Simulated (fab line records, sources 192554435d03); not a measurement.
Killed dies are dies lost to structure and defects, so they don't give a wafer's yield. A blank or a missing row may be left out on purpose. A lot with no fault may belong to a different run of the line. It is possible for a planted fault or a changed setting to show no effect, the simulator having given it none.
Chamber matching | flow n5Finfet | N5_FIN_SAQP_SPACER1_ETCHBACK_25 on rieDiel-05 has 4 sister chambers
The step etches SiO2 in CHF3/O2, target depth 24.4 nm, time 12.2 s. 8 wafers are shown with their chamber, then 8 later ones without.

## EACH WAFER AND ITS CHAMBER
wafer  | chamber | showerheadPlenumPTorr (Torr) | drypumpMotorCurrentA (A)
L079.1 | 0       | 2.47                         | 6.3
L082.3 | 1       | 2.30                         | 5.4
L082.6 | 0       | 2.47                         | 6.3
L086.6 | 1       | 2.29                         | 5.4
L090.3 | 3       | 2.50                         | 6.6
L090.5 | 3       | 2.50                         | 6.6
L090.6 | 2       | 2.49                         | 5.7
L092.1 | 2       | 2.49                         | 5.8

## WAFERS WITH NO CHAMBER GIVEN
wafer  | showerheadPlenumPTorr (Torr) | drypumpMotorCurrentA (A)
L092.2 | 2.50                         | 6.6
L092.5 | 2.49                         | 5.8
L096.3 | 2.46                         | 6.3
L096.4 | 2.49                         | 6.6
L096.6 | 2.48                         | 5.7
L097.3 | 2.46                         | 6.3
L097.4 | 2.46                         | 6.3
L097.5 | 2.48                         | 5.7

## WHICH CHAMBER EACH WENT THROUGH
wafer  | from the rows above | in truth
L092.2 | 3                   | 3
L092.5 | 2                   | 2
L096.3 | 0                   | 0
L096.4 | 3                   | 3
L096.6 | 2                   | 2
L097.3 | 0                   | 0
L097.4 | 0                   | 0
L097.5 | 2                   | 2
Correct placement for 8 of the 8. Left unplaced by these rows: 0. 0 placed wrongly.
How it was worked out, from the rows above alone: a wafer's distance from a chamber is the root of the sum, over the readings, of the square of ((its reading less the chamber's mean) divided by the reading's scatter). If the next closest chamber is less than 2 further off than the closest, the wafer can't be placed; otherwise it belongs to the closest. Each chamber's mean is taken over the wafers shown for it. How the scatter is found: for the shown wafers, subtract from each reading the mean of its chamber, square and add these, divide the total by (wafers less chambers), then take the root.
